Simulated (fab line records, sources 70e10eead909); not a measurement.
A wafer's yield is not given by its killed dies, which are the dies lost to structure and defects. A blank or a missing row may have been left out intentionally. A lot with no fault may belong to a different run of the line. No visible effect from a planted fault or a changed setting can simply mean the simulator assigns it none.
Which tool was responsible? / flow nand_harc / 13 lots, 39 wafers sampled, at 5 steps of a route of 1302

== WHAT EACH GAUGE READ, for each wafer ==
NHARC_P_STI_CD_MEAS_09 targets a cd of 200 nm. Usual: cd_nm at 199.3 nm, with a standard deviation of 1.5.
lot=L984; measured=day 2 20:16; on=cd_sem-02; cd_nm (nm)=198.6 200.1 198.7; flag=
lot=L986; measured=day 3 15:53; on=cd_sem-03; cd_nm (nm)=199.2 200.4 200.2; flag=
lot=L987; measured=day 4 01:38; on=cd_sem-03; cd_nm (nm)=198.8 200.8 197.6; flag=
lot=L988; measured=day 4 12:22; on=cd_sem-02; cd_nm (nm)=196.6 199.3 197.9; flag=
lot=L990; measured=day 5 07:20; on=cd_sem-02; cd_nm (nm)=200.4 198.2 201.4; flag=
lot=L993; measured=day 6 15:09; on=cd_sem-02; cd_nm (nm)=200.2 198.7 199.0; flag=
lot=L999; measured=day 9 02:57; on=cd_sem-03; cd_nm (nm)=199.9 199.3 202.1; flag=
lot=L103; measured=day 10 18:28; on=cd_sem-03; cd_nm (nm)=197.4 198.3 198.2; flag=
lot=L104; measured=day 11 04:29; on=cd_sem-01; cd_nm (nm)=199.0 201.0 199.7; flag=
lot=L105; measured=day 11 14:24; on=cd_sem-02; cd_nm (nm)=199.6 200.6 203.3; flag=
lot=L106; measured=day 12 01:10; on=cd_sem-03; cd_nm (nm)=200.9 200.1 199.9; flag=

NHARC_END_SORT_01. Usual: killed_at_array 53, standard deviation 21; killed_at_other 1.0, standard deviation 1.3; killed_at_periphery 3.8, standard deviation 2.4; killed_dies 58, standard deviation 21; killed_open 3.4, standard deviation 1.9; killed_short 2.4, standard deviation 1.5.
lot=L996; measured=day 29 20:18; on=prober-02; killed_at_array=56 65 51; killed_at_other=0 0 2; killed_at_periphery=621 612 624; killed_dies=677 677 677; killed_open=1 1 4; killed_short=2 4 0; flag=OFF
lot=L997; measured=day 30 16:21; on=prober-01; killed_at_array=40 33 42; killed_at_other=0 0 0; killed_at_periphery=637 644 635; killed_dies=677 677 677; killed_open=6 2 3; killed_short=4 2 3; flag=OFF

== WHICH TOOL RAN EACH LOT (tool, then ch and the chambers of the sampled wafers, then the start) ==
lot=L984; NHARC_P_ZERO_WELL_IMPLANT_55=implanter-02 ch 0, day 2 02:14; NHARC_P_STI_ETCH_42=rie_diel-08 ch 0,2,3, day 2 20:37; NHARC_P_GATE_DEP_103=pecvd-03 ch 0,2, day 5 05:01
lot=L986; NHARC_P_ZERO_WELL_IMPLANT_55=implanter-01 ch 0, day 2 21:51; NHARC_P_STI_ETCH_42=rie_diel-13 ch 0,2,3, day 3 16:14; NHARC_P_GATE_DEP_103=pecvd-03 ch 0,1, day 5 15:38
lot=L987; NHARC_P_ZERO_WELL_IMPLANT_55=implanter-01 ch 0, day 3 08:10; NHARC_P_STI_ETCH_42=rie_diel-05 ch 1,2, day 4 01:59; NHARC_P_GATE_DEP_103=pecvd-04 ch 0,1,2, day 6 07:40
lot=L988; NHARC_P_ZERO_WELL_IMPLANT_55=implanter-02 ch 0, day 3 17:59; NHARC_P_STI_ETCH_42=rie_diel-08 ch 0,1,2, day 4 12:43; NHARC_P_GATE_DEP_103=pecvd-02 ch 1,2, day 6 21:54
lot=L990; NHARC_P_ZERO_WELL_IMPLANT_55=implanter-02 ch 0, day 4 14:13; NHARC_P_STI_ETCH_42=rie_diel-08 ch 0,2, day 5 07:41; NHARC_P_GATE_DEP_103=pecvd-02 ch 0,1,2, day 7 13:08
lot=L993; NHARC_P_ZERO_WELL_IMPLANT_55=implanter-02 ch 0, day 5 20:11; NHARC_P_STI_ETCH_42=rie_diel-13 ch 1,2, day 6 15:29; NHARC_P_GATE_DEP_103=pecvd-04 ch 0,1, day 8 19:09
lot=L996; NHARC_P_ZERO_WELL_IMPLANT_55=implanter-01, day 7 02:02; NHARC_P_STI_ETCH_42=-; NHARC_P_GATE_DEP_103=-
lot=L997; NHARC_P_ZERO_WELL_IMPLANT_55=implanter-01, day 7 12:14; NHARC_P_STI_ETCH_42=-; NHARC_P_GATE_DEP_103=-
lot=L999; NHARC_P_ZERO_WELL_IMPLANT_55=implanter-01 ch 0, day 8 08:20; NHARC_P_STI_ETCH_42=rie_diel-13 ch 1,2,3, day 9 03:17; NHARC_P_GATE_DEP_103=pecvd-04 ch 0,1, day 11 05:08
lot=L103; NHARC_P_ZERO_WELL_IMPLANT_55=implanter-01 ch 0, day 9 23:56; NHARC_P_STI_ETCH_42=rie_diel-08 ch 0,2,3, day 10 18:48; NHARC_P_GATE_DEP_103=pecvd-02 ch 1,2, day 13 02:52
lot=L104; NHARC_P_ZERO_WELL_IMPLANT_55=implanter-01 ch 0, day 10 11:55; NHARC_P_STI_ETCH_42=rie_diel-13 ch 0,1,3, day 11 04:50; NHARC_P_GATE_DEP_103=pecvd-02 ch 0,1,2, day 13 07:11
lot=L105; NHARC_P_ZERO_WELL_IMPLANT_55=implanter-02 ch 0, day 10 20:01; NHARC_P_STI_ETCH_42=rie_diel-05 ch 0,1, day 11 14:45; NHARC_P_GATE_DEP_103=pecvd-04 ch 1,2, day 13 15:46
lot=L106; NHARC_P_ZERO_WELL_IMPLANT_55=implanter-02 ch 0, day 11 06:04; NHARC_P_STI_ETCH_42=rie_diel-05 ch 0,1, day 12 01:31; NHARC_P_GATE_DEP_103=pecvd-02 ch 0,1, day 14 09:06
- NHARC_P_ZERO_WELL_IMPLANT_55
- NHARC_P_STI_ETCH_42: etches the open film in N2/H2, target depth 80 nm, overetch 24 nm, time 61 s.
- NHARC_P_GATE_DEP_103: deposits SiON, target thk 30 nm.

== AS READ BY THE TOOLS THEMSELVES (means over the sampled wafers that have a number; for cases with no such wafer, the mark the record gives instead) ==
NHARC_P_ZERO_WELL_IMPLANT_55. Usual: beam_energy_keV 180.00, standard deviation 0.052; beam_on_s 10.02 s, standard deviation 0.17.
lot=L984; tool=implanter-02; beam_energy_keV=180.01; beam_on_s (s)=9.99; flag=
lot=L986; tool=implanter-01; beam_energy_keV=180.06; beam_on_s (s)=10.16; flag=
lot=L987; tool=implanter-01; beam_energy_keV=180.04; beam_on_s (s)=10.01; flag=
lot=L988; tool=implanter-02; beam_energy_keV=179.99; beam_on_s (s)=9.89; flag=
lot=L990; tool=implanter-02; beam_energy_keV=179.95; beam_on_s (s)=9.97; flag=
lot=L993; tool=implanter-02; beam_energy_keV=180.01; beam_on_s (s)=10.10; flag=
lot=L996; tool=implanter-01; beam_energy_keV=-; beam_on_s (s)=-; flag=OFF
lot=L997; tool=implanter-01; beam_energy_keV=-; beam_on_s (s)=-; flag=OFF
lot=L999; tool=implanter-01; beam_energy_keV=180.01; beam_on_s (s)=9.96; flag=
lot=L103; tool=implanter-01; beam_energy_keV=180.01; beam_on_s (s)=9.93; flag=
lot=L104; tool=implanter-01; beam_energy_keV=179.98; beam_on_s (s)=10.06; flag=
lot=L105; tool=implanter-02; beam_energy_keV=179.96; beam_on_s (s)=10.04; flag=
lot=L106; tool=implanter-02; beam_energy_keV=180.09; beam_on_s (s)=9.99; flag=

NHARC_P_STI_ETCH_42. Usual: drypump_motor_current_A 5.8 A, standard deviation 0.37; oes_product_au 0.997 a.u., standard deviation 0.0078; rf_vpp_V 429.9 V, standard deviation 2.4; showerhead_plenum_p_Torr 2.02 Torr, standard deviation 0.082; throttle_valve_pct 14.171 %, standard deviation 0.0089.
lot=L984; tool=rie_diel-08; drypump_motor_current_A (A)=5.9; oes_product_au (a.u.)=1.000; rf_vpp_V (V)=431.9; showerhead_plenum_p_Torr (Torr)=2.09; throttle_valve_pct (%)=14.167; flag=
lot=L986; tool=rie_diel-13; drypump_motor_current_A (A)=5.8; oes_product_au (a.u.)=0.997; rf_vpp_V (V)=429.9; showerhead_plenum_p_Torr (Torr)=2.01; throttle_valve_pct (%)=14.173; flag=
lot=L987; tool=rie_diel-05; drypump_motor_current_A (A)=5.9; oes_product_au (a.u.)=1.006; rf_vpp_V (V)=427.3; showerhead_plenum_p_Torr (Torr)=1.94; throttle_valve_pct (%)=14.170; flag=
lot=L988; tool=rie_diel-08; drypump_motor_current_A (A)=6.1; oes_product_au (a.u.)=1.005; rf_vpp_V (V)=431.4; showerhead_plenum_p_Torr (Torr)=2.07; throttle_valve_pct (%)=14.177; flag=
lot=L990; tool=rie_diel-08; drypump_motor_current_A (A)=6.2; oes_product_au (a.u.)=1.004; rf_vpp_V (V)=432.1; showerhead_plenum_p_Torr (Torr)=2.10; throttle_valve_pct (%)=14.171; flag=
lot=L993; tool=rie_diel-13; drypump_motor_current_A (A)=5.4; oes_product_au (a.u.)=0.994; rf_vpp_V (V)=429.0; showerhead_plenum_p_Torr (Torr)=1.96; throttle_valve_pct (%)=14.177; flag=
lot=L999; tool=rie_diel-13; drypump_motor_current_A (A)=5.4; oes_product_au (a.u.)=0.996; rf_vpp_V (V)=430.0; showerhead_plenum_p_Torr (Torr)=2.02; throttle_valve_pct (%)=14.182; flag=
lot=L103; tool=rie_diel-08; drypump_motor_current_A (A)=5.9; oes_product_au (a.u.)=0.993; rf_vpp_V (V)=431.5; showerhead_plenum_p_Torr (Torr)=2.08; throttle_valve_pct (%)=14.173; flag=
lot=L104; tool=rie_diel-13; drypump_motor_current_A (A)=5.6; oes_product_au (a.u.)=0.996; rf_vpp_V (V)=430.0; showerhead_plenum_p_Torr (Torr)=2.03; throttle_valve_pct (%)=14.169; flag=
lot=L105; tool=rie_diel-05; drypump_motor_current_A (A)=5.8; oes_product_au (a.u.)=0.999; rf_vpp_V (V)=427.6; showerhead_plenum_p_Torr (Torr)=1.93; throttle_valve_pct (%)=14.174; flag=
lot=L106; tool=rie_diel-05; drypump_motor_current_A (A)=5.9; oes_product_au (a.u.)=0.994; rf_vpp_V (V)=427.6; showerhead_plenum_p_Torr (Torr)=1.93; throttle_valve_pct (%)=14.170; flag=

NHARC_P_GATE_DEP_103. Usual: heater_power_w 761 W, standard deviation 89; susceptor_temp_C 400.00 C, standard deviation 0.21.
lot=L984; tool=pecvd-03; heater_power_w (W)=782; susceptor_temp_C (C)=400.25; flag=
lot=L986; tool=pecvd-03; heater_power_w (W)=846; susceptor_temp_C (C)=399.98; flag=
lot=L987; tool=pecvd-04; heater_power_w (W)=681; susceptor_temp_C (C)=399.84; flag=
lot=L988; tool=pecvd-02; heater_power_w (W)=812; susceptor_temp_C (C)=400.06; flag=
lot=L990; tool=pecvd-02; heater_power_w (W)=813; susceptor_temp_C (C)=400.02; flag=
lot=L993; tool=pecvd-04; heater_power_w (W)=797; susceptor_temp_C (C)=400.24; flag=
lot=L999; tool=pecvd-04; heater_power_w (W)=762; susceptor_temp_C (C)=400.05; flag=
lot=L103; tool=pecvd-02; heater_power_w (W)=869; susceptor_temp_C (C)=400.03; flag=
lot=L104; tool=pecvd-02; heater_power_w (W)=849; susceptor_temp_C (C)=400.05; flag=
lot=L105; tool=pecvd-04; heater_power_w (W)=645; susceptor_temp_C (C)=399.99; flag=
lot=L106; tool=pecvd-02; heater_power_w (W)=836; susceptor_temp_C (C)=399.94; flag=

== THE ANSWER, worked out from the rows above alone ==
Rule: take the mean of a lot's wafers that have a number; if it is more than 3 standard deviations from the usual mean, the lot is off. A lot without any number at a reading at which 4 lots or more have one is off too. Where the step has rows for the other lots, those lots are counted as sound. First the gauges in route order, then the tools' own readings, where a lot's mean is used as printed above. The first step at which some lot is off is used, and at that step the reading that is off furthest; a lot without a number counts as furthest.
Off, at NHARC_END_SORT_01 on killed_at_periphery: L996, L997. Neither off nor sound, because the step has no rows for them: L984, L986, L987, L988, L990, L993, L999, L103, L104, L105, L106.
If a tool, at a process step before that reading, ran all the lots that are off and no sound lot after the first of them, it fits. The gauges at NHARC_END_SORT_01 aren't tried: what is off there is off at NHARC_P_ZERO_WELL_IMPLANT_55 too, on other tools, and a gauge's error can't cause that. One fits: implanter-01 at NHARC_P_ZERO_WELL_IMPLANT_55. It ran no sound lot before its first lot that is off in this sample, so the start can't be narrowed down.

== WHAT THE SIMULATOR HAD INSERTED ==
Skipped step whole: implanter-01, from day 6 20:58 on, at NHARC_P_ZERO_WELL_IMPLANT_55. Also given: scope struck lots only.
Shown lots that were struck: L996, L997. The same result came from the rule above.
